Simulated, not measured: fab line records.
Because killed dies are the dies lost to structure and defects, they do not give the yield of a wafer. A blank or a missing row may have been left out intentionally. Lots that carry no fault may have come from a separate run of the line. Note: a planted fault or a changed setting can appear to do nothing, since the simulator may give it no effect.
Which of the tools did it? | flow n5Finfet | 72 wafers sampled from 24 lots at 1 step of a route of 1938

WHAT EACH GAUGE READ, for each wafer
N5_BEOL_M0_CUTY_CD_MEAS_57: target cd 200 nm. Usual: cdNm 199.3 nm, standard deviation 1.
lot  | measured     | on       | cdNm (nm)         | flag
L074 | day 5 17:26  | cdSem-01 | 199.4 197.9 199.4 | 
L075 | day 5 23:46  | cdSem-01 | 197.8 199.0 198.5 | 
L076 | day 6 07:28  | cdSem-01 | 200.5 200.0 199.9 | 
L077 | day 6 08:02  | cdSem-02 | 196.9 198.3 199.4 | 
L078 | day 6 22:35  | cdSem-01 | 199.7 199.1 198.9 | 
L079 | day 7 07:48  | cdSem-03 | 199.9 199.4 200.8 | 
L080 | day 7 12:46  | cdSem-03 | 198.8 200.4 200.3 | 
L081 | day 7 16:38  | cdSem-01 | 198.6 198.0 199.4 | 
L082 | day 7 21:05  | cdSem-02 | 199.7 198.8 197.6 | 
L083 | day 7 22:06  | cdSem-02 | 198.7 197.5 196.4 | 
L084 | day 8 06:57  | cdSem-02 | 198.8 199.1 197.2 | 
L085 | day 8 17:41  | cdSem-03 | 198.5 198.0 198.7 | 
L086 | day 8 17:59  | cdSem-02 | 200.8 200.5 200.6 | 
L087 | day 9 07:26  | cdSem-01 | 199.7 199.7 198.1 | 
L088 | day 9 09:15  | cdSem-03 | 199.6 199.8 199.3 | 
L089 | day 9 14:31  | cdSem-01 | 198.9 199.3 199.9 | 
L090 | day 9 14:53  | cdSem-01 | 198.3 198.9 198.4 | 
L091 | day 9 20:31  | cdSem-03 | 200.0 198.4 198.6 | 
L092 | day 10 04:22 | cdSem-01 | 199.4 198.2 198.0 | 
L093 | day 10 11:56 | cdSem-01 | 200.6 199.2 198.7 | 
L094 | day 10 17:25 | cdSem-01 | 198.5 199.4 198.8 | 
L095 | day 11 05:22 | cdSem-03 | 200.2 200.7 199.7 | 
L096 | day 11 08:05 | cdSem-02 | 201.4 201.0 201.5 | 
L097 | day 11 12:22 | cdSem-02 | 199.8 199.5 199.7 | 

EACH LOT AND THE TOOL THAT RAN IT (in order: tool; ch and the chambers of the sampled wafers; start)
The record shows no process step preceding these readings.

WHAT THE TOOLS THEMSELVES READ (means of the sampled wafers that have a number; where no wafer has one, the mark that the record gives instead)
The record holds no such reading with a usual standard deviation.

THE ANSWER, worked out from the rows above alone
Rule: a lot counts as off when the mean over its wafers that have a number is more than 3 standard deviations away from the usual mean. Also off: a lot with no number at a reading for which 4 or more lots have one. All remaining lots with rows at the step are treated as sound. After the gauges, taken in route order, come the tools' own readings; for these a lot's mean is taken, as printed above. The first step at which some lot is off is used, and at that step the reading that is off furthest; a lot without a number counts as furthest.
Nothing can be told from this: no lot is off at any reading shown.

WHAT THE SIMULATOR HAD PUT IN
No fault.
